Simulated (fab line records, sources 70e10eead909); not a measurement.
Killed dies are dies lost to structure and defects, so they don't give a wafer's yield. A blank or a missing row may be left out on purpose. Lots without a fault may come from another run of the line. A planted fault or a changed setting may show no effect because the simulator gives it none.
fab line records | flow nand_harc
record lots=6 wafers=18 last_day=24
route steps=1159 shown A_CONTACT@944 A_BLC@964 END@1159
lots that met no fault: from a run of the same line without faults
start_h: hours from the record's first day to the start of the lot's first wafer shown | wait_h: hours since the lot's step before | " the same as in the row above | L1.1+2: a row that stands for several wafers | - no value, or no start given | * or withheld: withheld | < > ~ a bound
route shown NAME@n: a module of which the file shows steps, and the number in the route of the first | usual: mean/standard deviation of fault-free wafers | same: alike in all rows | chamber/n: place in a boat | sites: the reading at each site | _std_site: their standard deviation | _edge_site: outer sites' mean less inner sites' | radius_mm: how far each site lies from the wafer's centre | mask NAME#n: copy n | behind: the tool/chamber that last shaped the wafer | hold: why the lot was held/for how many hours/how that ended | device: the transistor (n, p or np) that didn't switch | end of line: the same wafers' tests at the end of the route | a step without rows: its recipe alone | killed: dies lost to structure and defects at the first sort, not the wafer's yield | map: a wafer's dies, x killed, . not, _ none there
set.NAME: the setting as run; set.NAME@STEP: as run at that earlier step | model.NAME: the simulator's own value behind a step, which no gauge read
lots at some steps of the route; a table a step, a row a wafer
services: from which hour (start_h, from the record's first day; less than 0 if before it) a tool's chamber was out of use, for how many hours, and why
## steps
# step NHARC_A_CONTACT_ETCH_135
# recipe source_w=withheld pressure_mtorr=20 bias_v=3000 time_s=132 target_depth_a=12870 ar_flow_sccm=withheld c4f8_flow_sccm=withheld o2_flow_sccm=withheld chemistry=C4F8/O2/Ar
# step NHARC_A_CONTACT_ETCH_136
# recipe source_w=withheld pressure_mtorr=20 bias_v=3000 time_s=132 target_depth_a=12870 ar_flow_sccm=withheld c4f8_flow_sccm=withheld o2_flow_sccm=withheld chemistry=C4F8/O2/Ar
# step NHARC_A_CONTACT_ETCH_137
# recipe source_w=withheld pressure_mtorr=20 bias_v=3000 time_s=132 target_depth_a=12870 ar_flow_sccm=withheld c4f8_flow_sccm=withheld o2_flow_sccm=withheld chemistry=C4F8/O2/Ar
# step NHARC_A_CONTACT_ETCH_138
# recipe source_w=withheld pressure_mtorr=20 bias_v=3000 time_s=132 target_depth_a=12890 ar_flow_sccm=withheld c4f8_flow_sccm=withheld o2_flow_sccm=withheld chemistry=C4F8/O2/Ar
# step NHARC_A_CONTACT_ETCH_139
# recipe source_w=withheld pressure_mtorr=20 bias_v=400 time_s=137 target_depth_a=5900 ar_flow_sccm=withheld c4f8_flow_sccm=11.5 o2_flow_sccm=7.2 chemistry=C4F8/O2/Ar
# step NHARC_A_CONTACT_ETCH_92
# recipe target_depth_a=400 over_etch_frac=0.5 time_s=85.7 ion_energy_ev=120 ch3f_flow_sccm=50 o2_flow_sccm=30 ar_flow_sccm=200 rf_w=500 bias_w=100 chemistry=CH3F/O2
# step NHARC_A_CONTACT_ETCH_98
# recipe target_depth_a=200 over_etch_frac=0.5 time_s=10 ion_energy_ev=250 c4f6_flow_sccm=25 o2_flow_sccm=20 ar_flow_sccm=500 rf_w=600 bias_w=500 chemistry=C4F6/O2
# step NHARC_A_CONTACT_CD_MEAS_15
# usual cd_nm=89.9/0.58
# columns lot.wafer tool chamber start_h wait_h cd_nm
L730.2 cd_sem-01 - 437.22 - 89.7
L730.3 " - " " 90.4
L730.4 " - " " 90.4
L736.3 cd_sem-02 - 460.37 - 90.3
L736.5 " - " " 90.6
L736.6 " - " " 89.2
L734.1 cd_sem-01 - 468.68 - 89.9
L734.4 " - " " 90.5
L734.6 " - " " 89.7
L738.1 cd_sem-03 - 475.90 - 89.6
L738.3 " - " " 90.4
L738.6 " - " " 90.0
L740.1 cd_sem-03 - 481.47 - 90.1
L740.2 " - " " 89.6
L740.4 " - " " 89.5
L746.1 cd_sem-01 - 531.74 - 90.2
L746.2 " - " " 89.6
L746.6 " - " " 90.1
# step NHARC_A_CONTACT_STRIP_107
# recipe n2_flow_sccm=150 h2_flow_sccm=150 ar_flow_sccm=0 bias_w=0 chemistry=N2/H2
# step NHARC_A_CONTACT_STRIP_108
# recipe cf4_flow_sccm=100 chf3_flow_sccm=30 ar_flow_sccm=0 bias_w=0 chemistry=CF4/CHF3
# step NHARC_A_CONTACT_STRIP_109
# recipe o2_flow_sccm=400 cos_flow_sccm=20 ar_flow_sccm=0 bias_w=0 chemistry=O2/COS
# step NHARC_A_CONTACT_ETCH_110
# recipe target_depth_a=500 overetch_a=50 time_s=27.5 ion_energy_ev=100 cf4_flow_sccm=80 o2_flow_sccm=20 ar_flow_sccm=0 rf_w=300 bias_w=100 chemistry=CF4/O2
# step NHARC_A_CONTACT_STRIP_26
# recipe o2_flow_sccm=500 ar_flow_sccm=0 bias_w=0 chemistry=O2
# usual drypump_motor_current_A=5.5/0.31 oes_product_au=1.003/0.01 rf_vpp_V=57.7/0.88 showerhead_plenum_p_Torr=3.55/0.14 throttle_valve_pct=17.035/0.0085
# same bias_w=0
# columns lot.wafer tool chamber start_h wait_h drypump_motor_current_A oes_product_au rf_hours_counter_h rf_vpp_V showerhead_plenum_p_Torr throttle_valve_pct
L730.4 rie_diel-11 1 437.58 - 5.0 1.015 10 58.1 3.63 17.037
L730.3 " 2 " " 5.8 1.017 10 57.9 3.69 17.031
L730.2 " 0 " " 5.6 1.015 11 57.2 3.27 17.056
L736.3 rie_diel-01 1 461.13 - 5.7 1.001 51 57.9 3.74 17.036
L736.6 " 0 " " 5.5 0.997 - 57.1 3.50 17.035
L736.5 " 1 " " 5.6 0.993 - 58.5 3.74 17.045
L734.1 rie_diel-11 1 469.46 - 5.0 1.016 19 56.6 3.63 17.032
L734.4 " 2 " " 5.9 1.017 16 57.1 3.69 17.035
L734.6 " 1 " " 5.0 1.007 - 57.7 3.63 17.035
L738.1 rie_diel-11 0 476.35 - 5.6 1.018 20 57.3 3.26 17.039
L738.3 " 2 " " 5.9 1.011 17 56.9 3.69 17.051
L738.6 " 0 " " 5.6 1.022 - 56.8 3.26 17.050
L740.4 rie_diel-11 1 482.87 - 5.0 1.005 22 58.2 3.63 17.041
L740.2 " 2 " " 5.9 1.012 18 56.6 3.69 17.032
L740.1 " 3 " " 5.7 1.010 21 58.2 3.43 17.038
L746.2 rie_diel-01 0 532.58 - 5.5 1.005 12 58.5 3.48 17.030
L746.1 " 2 " " 5.7 0.984 13 58.3 3.56 17.033
L746.6 " 0 " " 5.5 0.996 - 57.6 3.48 17.037
# step NHARC_A_CONTACT_STRIP_27
# recipe time_s=600 temp_c=30 chemistry=post_etch_residue_remover
# step NHARC_A_CONTACT_ALD_18
# recipe target_thk_a=30 pulse_time_s=1 ald_cycles=150 temp_c=450 material=TiN
# step NHARC_A_CONTACT_CVD_19
# recipe target_thk_a=3000 temp_c=300 pressure_torr=40 wf6_flow_sccm=40 h2_flow_sccm=1600 ar_flow_sccm=1560 time_s=802 material=W
# usual heater_power_w=439/44 throttle_valve_pct=8.07/0.18
# columns lot.wafer tool chamber start_h wait_h heater_power_w since_wet_clean_h throttle_valve_pct
L730.2 cvd_w-02 1 - - 457 17 8.08
L730.4 " 1 " " 441 - 7.74
L730.3 " 0 " " 424 - 8.19
L736.3 cvd_w-01 1 - - 515 - 8.13
L736.6 " 1 " " 509 - 8.19
L736.5 " 0 " " 382 - 7.68
L734.1 cvd_w-01 0 - - 378 162 8.33
L734.4 " 0 " " 379 - 8.35
L734.6 " 1 " " 503 - 8.06
L738.1 cvd_w-02 1 - - 450 51 7.84
L738.3 " 0 " " 432 - 8.34
L738.6 " 1 " " 457 - 8.16
L740.2 cvd_w-01 0 - - 385 5 8.22
L740.1 " 1 " " 487 5 7.95
L740.4 " 0 " " 390 - 7.92
L746.1 cvd_w-02 1 - - 451 112 8.18
L746.2 " 0 " " 425 112 7.83
L746.6 " 0 " " 423 - 7.79
# step NHARC_A_CONTACT_CMP_20
# recipe t_overpolish_s=30 target_thk_nm=300
# step NHARC_A_CONTACT_SRD_22
# step NHARC_A_BLC_DEHYDRATE_00
# recipe temp_c=150 time_s=120
# step NHARC_A_BLC_HMDS_01
# recipe time_s=30
# step NHARC_A_BLC_COAT_02
# recipe temp_c=260 time_s=75
# step NHARC_A_BLC_COAT_03
# recipe temp_c=225 time_s=65
# step NHARC_A_BLC_COAT_04
# recipe spin_rpm=1500 resist_thk_nm=90
# step NHARC_A_BLC_SOFTBAKE_05
# recipe temp_c=105 time_s=55
# step NHARC_A_BLC_EBR_06
# step NHARC_A_BLC_EXPOSE_07
# recipe na=1.35 target_cd_nm=100 dose_mj=67.97 mask_id=A_BLC
# step NHARC_A_BLC_PEB_08
# recipe peb_temp_c=100 peb_time_s=65
# step NHARC_A_BLC_DEVELOP_09
# recipe develop_time_s=35 dev_temp_c=23
# step NHARC_A_BLC_CD_MEAS_10
# recipe target_cd_nm=100 landing_energy_ev=500
# usual cd_nm=99.9/0.51
# columns lot.wafer tool chamber start_h wait_h cd_nm
L730.2 cd_sem-01 0 444.70 - 99.2
L730.3 " 0 " " 99.6
L730.4 " 0 " " 99.8
L736.3 cd_sem-01 0 465.97 - 99.6
L736.5 " 0 " " 99.8
L736.6 " 0 " " 99.7
L734.1 cd_sem-03 0 472.07 - 99.9
L734.4 " 0 " " 100.1
L734.6 " 0 " " 100.2
L738.1 cd_sem-01 0 479.22 - 100.0
L738.3 " 0 " " 99.9
L738.6 " 0 " " 100.8
L740.1 cd_sem-03 0 495.92 - 98.8
L740.2 " 0 " " 98.8
L740.4 " 0 " " 99.4
L746.1 cd_sem-01 0 540.24 - 100.7
L746.2 " 0 " " 99.7
L746.6 " 0 " " 100.6
# step NHARC_A_BLC_OVL_MEAS_11
# usual overlay_x_nm=0.2/0.91 overlay_y_nm=-0.4/0.72
# columns lot.wafer tool chamber start_h wait_h overlay_x_nm overlay_y_nm
L730.2 overlay-01 - 444.79 - -1.2 -1.2
L730.3 " - " " -1.6 -1.0
L730.4 " - " " -1.1 -0.4
L736.3 overlay-01 - 466.06 - 0.6 0.3
L736.5 " - " " 0.6 -0.4
L736.6 " - " " -0.2 -0.6
L734.1 overlay-02 - 472.16 - -0.6 -0.9
L734.4 " - " " -0.3 0.3
L734.6 " - " " -0.7 -0.4
L738.1 overlay-01 - 479.31 - -1.3 -0.2
L738.3 " - " " -1.9 -0.2
L738.6 " - " " -1.8 0.5
L740.1 overlay-01 - 496.01 - 0.6 -0.9
L740.2 " - " " 0.4 -0.8
L740.4 " - " " 0.3 -0.8
L746.1 overlay-01 - 540.33 - 0.0 -2.1
L746.2 " - " " -0.1 -2.2
L746.6 " - " " -0.3 -1.7
# step NHARC_A_BLC_DESCUM_15
# recipe time_s=3 o2_flow_sccm=200 ar_flow_sccm=0 bias_power_w=0 chemistry=O2
# usual drypump_motor_current_A=5.6/0.43 oes_product_au=1.002/0.0099 rf_vpp_V=57.6/0.88 showerhead_plenum_p_Torr=1.86/0.091 throttle_valve_pct=11.311/0.0097
# columns lot.wafer tool chamber start_h wait_h drypump_motor_current_A oes_product_au rf_hours_counter_h rf_vpp_V showerhead_plenum_p_Torr throttle_valve_pct
L730.4 rie_diel-02 3 444.89 0.1 5.1 0.995 11 57.3 1.78 11.311
L730.2 " 0 " " 5.1 1.008 10 57.8 2.05 11.311
L730.3 " 1 " " 5.9 1.001 11 58.1 1.79 11.311
L736.3 rie_diel-13 3 466.17 0.1 5.2 0.994 0 58.1 1.85 11.306
L736.6 " 1 " " 5.1 1.002 - 58.5 1.83 11.299
L736.5 " 2 " " 6.0 0.988 - 57.6 1.82 11.308
L734.1 rie_diel-13 3 472.25 0.1 5.2 1.000 1 57.4 1.85 11.320
L734.4 " 1 " " 5.1 1.003 2 57.9 1.83 11.307
L734.6 " 3 " " 5.2 0.993 - 57.5 1.85 11.300
L738.3 rie_diel-13 1 479.40 0.1 5.1 1.004 3 57.8 1.83 11.307
L738.1 " 3 " " 5.2 0.999 2 56.6 1.85 11.323
L738.6 " 2 " " 6.0 0.989 - 58.2 1.82 11.310
L740.1 rie_diel-13 0 496.11 0.1 6.3 1.019 4 57.5 1.96 11.336
L740.4 " 1 " " 5.1 1.001 4 56.2 1.83 11.310
L740.2 " 2 " " 6.0 0.990 4 57.6 1.82 11.315
L746.1 rie_diel-08 3 540.43 0.1 5.8 0.982 20 57.8 2.07 11.308
L746.2 " 2 " " 5.6 1.006 22 57.2 1.95 11.314
L746.6 " 3 " " 5.8 0.977 - 57.5 2.07 11.306
# step NHARC_A_BLC_ETCH_16
# recipe target_depth_a=390 over_etch_frac=0.3 time_s=65 ion_energy_ev=80 cf4_flow_sccm=150 ar_flow_sccm=0 rf_w=300 bias_w=100 chemistry=CF4
# usual bias_w=100.03/0.27 drypump_motor_current_A=5.6/0.42 oes_product_au=1.002/0.0099 rf_vpp_V=150.8/1.3 showerhead_plenum_p_Torr=1.73/0.076 throttle_valve_pct=13.283/0.0089
# columns lot.wafer tool chamber start_h wait_h bias_w drypump_motor_current_A oes_product_au rf_hours_counter_h rf_vpp_V showerhead_plenum_p_Torr throttle_valve_pct
L730.2 rie_diel-02 2 444.98 0.1 100.36 5.5 0.996 11 150.3 1.66 13.282
L730.4 " 3 " " 100.01 5.1 0.994 11 149.3 1.65 13.271
L730.3 " 0 " " 99.79 5.1 1.008 10 153.6 1.88 13.278
L736.3 rie_diel-13 2 466.26 0.1 99.99 6.1 0.992 0 151.7 1.69 13.290
L736.6 " 3 " " 99.94 5.2 1.004 - 151.2 1.71 13.271
L736.5 " 0 " " 99.98 6.3 1.009 - 151.2 1.81 13.272
L734.4 rie_diel-13 3 472.34 0.1 100.62 5.2 0.988 1 151.1 1.71 13.274
L734.1 " 1 " " 100.54 5.1 1.005 2 151.2 1.70 13.289
L734.6 " 3 " " 100.37 5.2 0.995 - 150.9 1.71 13.289
L738.1 rie_diel-13 0 479.54 0.1 99.94 6.3 1.015 3 151.9 1.81 13.288
L738.3 " 3 " " 99.71 5.2 0.992 2 152.2 1.71 13.284
L738.6 " 1 " " 99.78 5.1 1.004 - 148.5 1.69 13.276
L740.2 rie_diel-13 0 496.19 0.1 99.57 6.2 1.016 4 151.4 1.80 13.289
L740.4 " 1 " " 100.00 5.1 0.989 4 150.7 1.69 13.284
L740.1 " 2 " " 99.75 6.0 0.993 4 149.4 1.69 13.287
L746.2 rie_diel-08 3 540.63 0.2 99.84 5.8 0.974 20 153.7 1.90 13.295
L746.1 " 0 " " 100.58 5.8 0.994 20 148.8 1.65 13.266
L746.6 " 2 " " 100.12 5.5 1.010 - 151.8 1.80 13.294
# step NHARC_A_BLC_ETCH_17
# recipe target_depth_a=3900 over_etch_frac=0.25 time_s=609.38 ion_energy_ev=200 n2_flow_sccm=150 h2_flow_sccm=150 ar_flow_sccm=0 rf_w=400 bias_w=150 chemistry=N2/H2
# usual bias_w=150.0/0.48 drypump_motor_current_A=5.6/0.42 oes_product_au=1.002/0.0096 rf_vpp_V=428.9/2.7 showerhead_plenum_p_Torr=1.98/0.096 throttle_valve_pct=14.171/0.0091
# columns lot.wafer tool chamber start_h wait_h bias_w drypump_motor_current_A oes_product_au rf_hours_counter_h rf_vpp_V showerhead_plenum_p_Torr throttle_valve_pct
L730.4 rie_diel-02 2 - - 150.0 5.5 1.001 12 427.3 1.90 14.178
L730.3 " 3 " " 150.2 5.1 0.998 11 427.6 1.89 14.173
L730.2 " 0 " " 149.9 5.1 1.004 10 435.5 2.19 14.160
L736.3 rie_diel-13 2 - - 150.2 6.0 0.985 0 427.0 1.93 14.172
L736.6 " 0 " " 149.8 6.3 1.010 - 429.3 2.09 14.174
L736.5 " 1 " " 150.1 5.1 1.003 - 427.5 1.95 14.179
L734.4 rie_diel-13 1 - - 149.5 5.1 0.996 2 427.5 1.95 14.183
L734.1 " 0 " " 150.4 6.2 1.003 2 430.7 2.09 14.182
L734.6 " 2 " " 149.9 6.0 0.981 - 428.1 1.93 14.176
L738.1 rie_diel-13 1 - - 150.5 5.1 1.002 3 428.6 1.95 14.173
L738.3 " 0 " " 150.2 6.3 1.019 3 431.2 2.09 14.157
L738.6 " 2 " " 150.1 6.0 0.986 - 426.7 1.93 14.170
L740.4 rie_diel-13 2 - - 150.3 6.0 0.987 4 427.2 1.93 14.170
L740.1 " 3 " " 150.1 5.2 0.999 4 428.2 1.97 14.178
L740.2 " 0 " " 150.5 6.3 1.012 4 430.8 2.09 14.177
L746.2 rie_diel-08 2 - - 149.3 5.5 1.005 22 431.2 2.08 14.178
L746.1 " 1 " " 150.0 5.4 0.999 22 428.0 1.98 14.163
L746.6 " 2 " " 149.7 5.6 1.017 - 431.2 2.08 14.159
# step NHARC_A_BLC_ETCH_18
# recipe target_depth_a=9100 c4f8_flow_sccm=20 o2_flow_sccm=10 ar_flow_sccm=withheld rf_w=600 bias_w=1500 chemistry=C4F8/O2/Ar
# usual bias_w=1500/5 oes_product_au=0.955/0.019 rf_vpp_V=975/6.1
# columns lot.wafer tool chamber start_h wait_h bias_w oes_product_au rf_hours_counter_h rf_vpp_V
L730.2 rie_diel-02 3 - - 1498 0.954 11 968
L730.4 " 1 " " 1500 0.961 11 970
L730.3 " 2 " " 1495 0.973 12 969
L736.3 rie_diel-13 3 - - 1496 0.979 0 974
L736.6 " 2 " " 1507 0.959 - 971
L736.5 " 3 " " 1496 0.984 - 973
L734.1 rie_diel-13 3 - - 1511 0.964 2 973
L734.4 " 1 " " 1511 0.979 2 972
L734.6 " 2 " " 1499 0.972 - 972
L738.1 rie_diel-13 3 - - 1503 0.944 3 974
L738.3 " 0 " " 1503 0.963 3 981
L738.6 " 3 " " 1506 0.943 - 973
L740.4 rie_diel-13 1 - - 1511 0.979 4 971
L740.1 " 3 " " 1502 0.981 4 972
L740.2 " 0 " " 1504 0.976 4 982
L746.1 rie_diel-08 0 - - 1503 0.935 21 969
L746.2 " 3 " " 1496 0.929 21 988
L746.6 " 1 " " 1502 0.945 - 974
# step NHARC_A_BLC_CD_MEAS_19
# usual cd_nm=98.7/2.4
# columns lot.wafer tool chamber start_h wait_h cd_nm
L730.2 cd_sem-03 - 445.86 - 100.2
L730.3 " - " " 97.5
L730.4 " - " " 99.7
L736.3 cd_sem-01 - 467.15 - 95.5
L736.5 " - " " 97.4
L736.6 " - " " 98.0
L734.1 cd_sem-03 - 473.22 - 98.8
L734.4 " - " " 100.3
L734.6 " - " " 98.3
L738.1 cd_sem-01 - 480.41 - 99.7
L738.3 " - " " 101.2
L738.6 " - " " 96.7
L740.1 cd_sem-01 - 497.07 - 99.0
L740.2 " - " " 98.1
L740.4 " - " " 98.1
L746.1 cd_sem-01 - 541.52 - 102.5
L746.2 " - " " 97.0
L746.6 " - " " 102.6
# step NHARC_A_BLC_STRIP_29
# recipe cf4_flow_sccm=150 ar_flow_sccm=0 bias_w=0 chemistry=CF4
# step NHARC_A_BLC_STRIP_21
# recipe o2_flow_sccm=500 ar_flow_sccm=0 bias_w=0 chemistry=O2
# step NHARC_A_BLC_STRIP_22
# recipe time_s=600 temp_c=30 chemistry=post_etch_residue_remover
# step NHARC_A_BLC_DEGAS_30
# recipe temp_c=300 time_s=60
# step NHARC_END_SORT_01
# recipe temp_c=25
# usual killed_at_array=29/13 killed_at_other=0.7/1 killed_at_periphery=3.2/2.3 killed_dies=33/13 killed_open=3.3/1.7 killed_short=2.0/1.5
# same gross_dies=677
# columns lot.wafer tool chamber start_h wait_h killed_at_array killed_at_other killed_at_periphery killed_dies killed_open killed_short
L730.2 prober-02 0 495.70 2.8 14 0 6 20 2 3
L730.3 prober-02 0 496.49 3.1 13 0 3 16 4 2
L730.4 prober-02 0 497.28 3.4 16 1 8 25 3 4
L736.3 prober-02 0 515.02 3.1 17 0 3 20 4 0
L736.5 prober-02 0 516.61 3.7 21 0 4 25 3 2
L736.6 prober-02 0 517.41 4.0 17 1 6 24 4 3
L734.1 prober-01 0 518.21 2.5 37 1 3 41 3 3
L734.4 prober-01 0 520.57 3.3 46 0 2 48 2 0
L734.6 prober-01 0 522.15 3.9 40 0 5 45 6 2
L738.1 prober-02 0 529.72 2.5 116 0 1 117 2 1
L738.3 prober-02 0 531.32 3.1 122 1 4 127 3 2
L738.6 prober-02 0 533.72 4.0 114 1 2 117 2 1
L740.1 prober-02 0 544.13 2.5 49 1 2 52 2 3
L740.2 prober-02 0 544.92 2.7 99 1 0 100 1 1
L740.4 prober-02 0 546.50 3.3 117 0 1 118 5 1
L746.1 prober-01 0 580.35 2.5 26 3 2 31 0 1
L746.2 prober-01 0 581.15 2.8 33 1 7 41 3 5
L746.6 prober-01 0 584.31 4.0 37 0 4 41 4 1
# killed by level:class
L730.2 A_CHANNEL_HOLE_D1:chamber_film_flake=8 P_GATE:chamber_film_flake=2 A_CONTACT:chamber_film_flake=2 P_M0:geometric_particle:open=1 P_M1:geometric_particle:open=1 P_M1:geometric_particle:short=1 A_SOURCE_PLATE:geometric_particle:short=1 A_WL_FILL:geometric_particle:short=1
L730.3 A_CHANNEL_HOLE_D1:chamber_film_flake=3 P_STI:chamber_film_flake=2 A_STAIRCASE:chamber_film_flake=2 P_STI:geometric_particle:open=1 A_ONON_D1:geometric_particle:open=1 A_WL_FILL:geometric_particle:open=1 A_WL_FILL:geometric_particle:short=1 A_CONTACT:geometric_particle:open=1
L730.4 A_CHANNEL_HOLE_D1:chamber_film_flake=7 A_STAIRCASE:chamber_film_flake=5 A_CHANNEL_HOLE_D1:geometric_particle:short=3 P_CONTACT:geometric_particle:open=2 P_ZERO_WELL:chamber_film_flake=2 P_STI:chamber_film_flake=2 P_CONTACT:geometric_particle:short=1 P_M0:geometric_particle:open=1
L736.3 A_CHANNEL_HOLE_D1:chamber_film_flake=6 A_CONTACT:geometric_particle:open=2 P_GATE:chamber_film_flake=2 A_ZERO_WELL:chamber_film_flake=2 A_BLC:chamber_film_flake=2 A_M0:geometric_particle:open=1 A_M1:geometric_particle:open=1 P_STI:chamber_film_flake=1
L736.5 A_CHANNEL_HOLE_D1:chamber_film_flake=10 A_BLC:chamber_film_flake=4 A_CONTACT:geometric_particle:open=3 A_WL_FILL:chamber_film_flake=2 P_STI:geometric_particle:short=1 A_M0:geometric_particle:short=1 P_STI:chamber_film_flake=1 P_GATE:chamber_film_flake=1
L736.6 A_BLC:chamber_film_flake=4 P_STI:chamber_film_flake=3 A_WL_FILL:chamber_film_flake=3 A_CONTACT:chamber_film_flake=3 A_STAIRCASE:chamber_film_flake=2 P_GATE:geometric_particle:open=1 P_M0:geometric_particle:short=1 A_ONON_D1:geometric_particle:open=1
L734.1 A_CHANNEL_HOLE_D1:chamber_film_flake=22 A_SLIT:chamber_film_flake=9 P_CONTACT:geometric_particle:open=1 P_M2:geometric_particle:short=1 A_ONON_D1:geometric_particle:open=1 A_ONON_D1:geometric_particle:short=1 A_WL_FILL:geometric_particle:short=1 P_ZERO_WELL:chamber_film_flake=1
L734.4 A_CHANNEL_HOLE_D1:chamber_film_flake=23 A_SLIT:chamber_film_flake=20 P_CONTACT:geometric_particle:open=1 A_ONON_D1:geometric_particle:open=1 P_M2:chamber_film_flake=1 A_ZERO_WELL:chamber_film_flake=1 A_CONTACT:chamber_film_flake=1
L734.6 A_CHANNEL_HOLE_D1:chamber_film_flake=21 A_SLIT:chamber_film_flake=13 P_CONTACT:geometric_particle:open=3 A_CONTACT:chamber_film_flake=2 P_GATE:geometric_particle:short=1 P_CONTACT:geometric_particle:short=1 A_ONON_D1:geometric_particle:open=1 A_WL_FILL:geometric_particle:open=1
L738.1 A_CONTACT:unspecified=78 A_CHANNEL_HOLE_D1:chamber_film_flake=17 A_SLIT:chamber_film_flake=12 A_CONTACT:chamber_film_flake=3 A_SGD_CUT:chamber_film_flake=2 A_SOURCE_PLATE:geometric_particle:short=1 A_BLC:geometric_particle:open=1 A_M0:geometric_particle:open=1
L738.3 A_CONTACT:unspecified=77 A_CHANNEL_HOLE_D1:chamber_film_flake=19 A_SLIT:chamber_film_flake=19 A_CONTACT:chamber_film_flake=3 P_M0:geometric_particle:open=2 A_CHANNEL_FILL_D1:geometric_particle:short=2 P_STI:chamber_film_flake=2 A_CHANNEL_FILL_D1:geometric_particle:open=1
L738.6 A_CONTACT:unspecified=80 A_SLIT:chamber_film_flake=16 A_CHANNEL_HOLE_D1:chamber_film_flake=14 A_CONTACT:chamber_film_flake=2 A_CHANNEL_FILL_D1:geometric_particle:open=1 A_CONTACT:geometric_particle:open=1 P_STI:chamber_film_flake=1 P_GATE:chamber_film_flake=1
L740.1 A_CONTACT:unspecified=25 A_SLIT:chamber_film_flake=11 A_CHANNEL_HOLE_D1:chamber_film_flake=5 A_CONTACT:chamber_film_flake=3 P_M0:geometric_particle:short=1 A_CHANNEL_HOLE_D1:geometric_particle:open=1 A_CHANNEL_FILL_D1:geometric_particle:short=1 A_WL_FILL:geometric_particle:short=1
L740.2 A_CONTACT:unspecified=84 A_SLIT:chamber_film_flake=9 A_CHANNEL_HOLE_D1:chamber_film_flake=2 A_SOURCE_PLATE:geometric_particle:open=1 A_CHANNEL_FILL_D1:geometric_particle:short=1 A_WL_FILL:chamber_film_flake=1 A_CONTACT:chamber_film_flake=1 THIN_TSV:chamber_film_flake=1
L740.4 A_CONTACT:unspecified=81 A_SLIT:chamber_film_flake=20 A_CONTACT:chamber_film_flake=7 A_CONTACT:geometric_particle:open=3 A_CHANNEL_HOLE_D1:chamber_film_flake=2 A_ONON_D1:geometric_particle:open=1 A_CHANNEL_HOLE_D1:geometric_particle:open=1 A_CHANNEL_HOLE_D1:geometric_particle:short=1
L746.1 A_SLIT:chamber_film_flake=14 A_CHANNEL_HOLE_D1:chamber_film_flake=11 THIN_TSV:chamber_film_flake=3 A_SLIT:geometric_particle:short=1 P_STI:chamber_film_flake=1 P_BONDPAD:chamber_film_flake=1
L746.2 A_SLIT:chamber_film_flake=19 A_CHANNEL_HOLE_D1:chamber_film_flake=5 A_STAIRCASE:chamber_film_flake=3 P_BONDPAD:chamber_film_flake=2 P_M0:geometric_particle:open=1 P_M0:geometric_particle:short=1 A_CHANNEL_HOLE_D1:geometric_particle:open=1 A_CHANNEL_FILL_D1:geometric_particle:short=1
L746.6 A_SLIT:chamber_film_flake=20 A_CHANNEL_HOLE_D1:chamber_film_flake=10 A_STAIRCASE:chamber_film_flake=2 P_M0:geometric_particle:open=1 A_ONON_D1:geometric_particle:open=1 A_CHANNEL_FILL_D1:geometric_particle:short=1 A_WL_FILL:geometric_particle:open=1 A_CONTACT:geometric_particle:open=1
# map L738.3 (x killed, . not)
____________.____________
_________......._________
_______..........._______
______x.....x......______
_____..x............_____
____.................____
____.................____
___...................___
___.x.................___
__.....................__
__........x......x.....__
_...............x......._
_.............x.xx......_
_..............x..xx...._
_...............xx....x._
_...........x.x.x..x.x.._
..............x..x.......
.........................
...............x.........
..............x..........
....................x....
_..............x.xxxxx.._
_.........x......xxxx.x._
_..............xxxxxxxx._
_..............xxxxxxxx._
_..............xxxxxxxx._
__............xxxxxxxxx__
__.........x.x.xxxxxxxx__
___.....x..x...xxxxxxx___
___...........xxxxxxxx___
____.....xxxx.x.xxxxx____
____......x......xxxx____
_____...x.x.x...xxxx_____
______....xxx.xxx.x______
_______..........._______
_________......._________
____________.____________
# map L740.4 (x killed, . not)
____________.____________
_________......._________
_______.......x..._______
______.............______
_____..............._____
____...........x.....____
____.................____
___..........x........___
___...................___
__.............x.......__
__............x........__
_.............x........._
_..............x........_
_............x.x.x......_
_............x..xx......_
_.............xx.x.x...._
..............x.xxxx.....
...x.......x.............
...xx.........x...x......
.....x....x.....x........
.........x...............
_...x........x.........._
_..x.............x......_
_......................._
_...........x.x........._
_............x.x........_
__..........xx.xxx.....__
__.........xxxxxxxx..x.__
___........xxxxxxxx...___
___.......xxxxxxxxx...___
____......xxxxxxxxx..____
____......xxxxxxxxxx.____
_____.....xxxxxxxxx._____
______.....xxxxxxxx______
_______....xxxxxxx_______
_________....xxx_________
____________x____________
## services
# columns tool chamber start_h hours kind
rie_diel-13 1 414.47 6.7 repair
rie_diel-13 0 422.73 16.6 repair
rie_diel-13 3 424.97 9.9 repair
rie_diel-01 0 427.90 15.1 repair
rie_diel-13 1 432.08 - clean
rie_diel-13 2 432.08 - clean
rie_diel-13 3 436.00 10.3 repair
rie_diel-01 3 436.30 5.6 repair
rie_diel-13 - 453.00 9.0 pm
rie_diel-13 0 453.00 9.0 vent_cycle
rie_diel-13 1 453.00 9.0 vent_cycle
rie_diel-13 2 453.00 9.0 vent_cycle
rie_diel-13 3 453.00 9.0 vent_cycle
rie_diel-13 0 462.00 - clean
rie_diel-13 1 462.00 - clean
rie_diel-13 2 462.00 - clean
rie_diel-01 2 468.70 7.5 repair
cvd_w-01 - 475.97 13.0 pm
rie_diel-08 - 478.88 9.0 pm
rie_diel-01 - 491.80 9.0 pm
rie_diel-11 0 495.03 1.5 repair
rie_diel-02 - 504.70 9.0 pm
rie_diel-13 1 523.36 9.7 repair
cvd_w-01 1 538.35 1.2 repair
## key
first_sign step=NHARC_END_SORT_01 reading=killed_at_array direction=up sigmas=5.8 usual=29 struck=103 wafers_moved=5
effect step=NHARC_END_SORT_01 reading=killed_dies direction=up sigmas=5.6 usual=33 struck=105 wafers_moved=5
more_kills_born_at NHARC_A_CONTACT_STRIP_26@rie_diel-11=425
met_at NHARC_A_CONTACT_STRIP_26
struck_wafers L738.1,L738.3,L738.6,L740.1,L740.2,L740.4
tester_left_out L738,L740
onset_between 469.46 476.35
also_fits NHARC_A_BLC_DESCUM_15:rie_diel-13,NHARC_A_BLC_ETCH_16:rie_diel-13,NHARC_A_BLC_ETCH_17:rie_diel-13,NHARC_A_BLC_ETCH_18:rie_diel-13
fault kind=chamber_particle_source tool=rie_diel-11 chamber=- onset_h=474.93 steps=NHARC_A_CONTACT_STRIP_26 rate_per_visit_cm2=1.3269 end_h=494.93
# tester_left_out: of these lots the tester's yield and bins aren't shown, on N5 and GAA mostly nor the transistor test; their killed dies are dies lost to structure and defects alone, not to doping, threshold or leakage, so they don't give the yield
